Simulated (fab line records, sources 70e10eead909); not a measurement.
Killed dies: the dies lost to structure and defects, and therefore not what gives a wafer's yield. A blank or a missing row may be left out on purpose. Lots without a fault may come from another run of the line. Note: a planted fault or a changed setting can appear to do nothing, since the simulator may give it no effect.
Matching of chambers	flow nand_harc	NHARC_A_STAIRCASE_TRIM_20 on rie_diel-02 has 4 sister chambers
The step chemistry O2, time 211.2 s. 16 wafers are shown with their chamber, then 8 later ones without.

WAFERS, EACH WITH ITS CHAMBER
wafer	chamber	showerhead_plenum_p_Torr (Torr)	oes_product_au (a.u.)	throttle_valve_pct (%)
L076.1	1	3.33	1.011	17.030
L076.2	2	3.33	0.994	17.029
L076.6	0	3.46	1.010	17.036
L083.1	1	3.32	1.015	17.042
L083.2	0	3.45	1.000	17.046
L083.5	2	3.32	1.009	17.038
L084.3	1	3.32	0.995	17.040
L084.5	3	3.37	0.992	17.039
L084.6	2	3.32	1.001	17.037
L085.1	3	3.37	0.998	17.026
L085.4	1	3.32	1.012	17.032
L085.6	2	3.32	0.985	17.038
L087.1	3	3.37	0.999	17.046
L087.4	2	3.32	1.003	17.039
L087.5	1	3.32	1.010	17.046
L088.2	3	3.37	1.006	17.031

SIGNATURES, as means of the wafers listed above
reading	chamber 0	chamber 1	chamber 2	chamber 3	scatter within a chamber
showerhead_plenum_p_Torr	3.4550	3.3220	3.3220	3.3700	0.00418
oes_product_au	1.00500	1.00860	0.99840	0.99875	0.00782
throttle_valve_pct	17.04100	17.03800	17.03620	17.03550	0.00667
Rule: for each reading, subtract the chamber's mean from the wafer's reading, divide by that reading's scatter and square the result; add these up over the readings and take the root, which gives the wafer's distance from the chamber. If the next closest chamber is less than 2 further off than the closest, the wafer can't be placed; otherwise it belongs to the closest. The scatter: the root of (the sum of the squares of (reading less its chamber's mean) over the shown wafers, divided by (wafers less chambers)).

WAFERS WITHOUT THEIR CHAMBER
wafer	showerhead_plenum_p_Torr (Torr)	oes_product_au (a.u.)	throttle_valve_pct (%)
L088.4	3.44	0.998	17.043
L088.5	3.37	0.984	17.021
L091.4	3.31	1.008	17.035
L091.5	3.37	0.998	17.029
L091.6	3.44	0.997	17.029
L095.1	3.44	0.988	17.046
L095.2	3.31	0.993	17.025
L095.3	3.31	1.000	17.039

WHICH CHAMBER EACH WENT THROUGH
wafer	from the rows above	in truth
L088.4	0	0
L088.5	3	3
L091.4	can't be placed: 1 or 2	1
L091.5	3	3
L091.6	0	0
L095.1	0	0
L095.2	can't be placed: 2 or 1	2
L095.3	can't be placed: 2 or 1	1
Correctly placed: 5 of 8. From these rows, 3 cannot be placed; in 3 the true chamber is one of the candidates. Placed wrongly: 0.
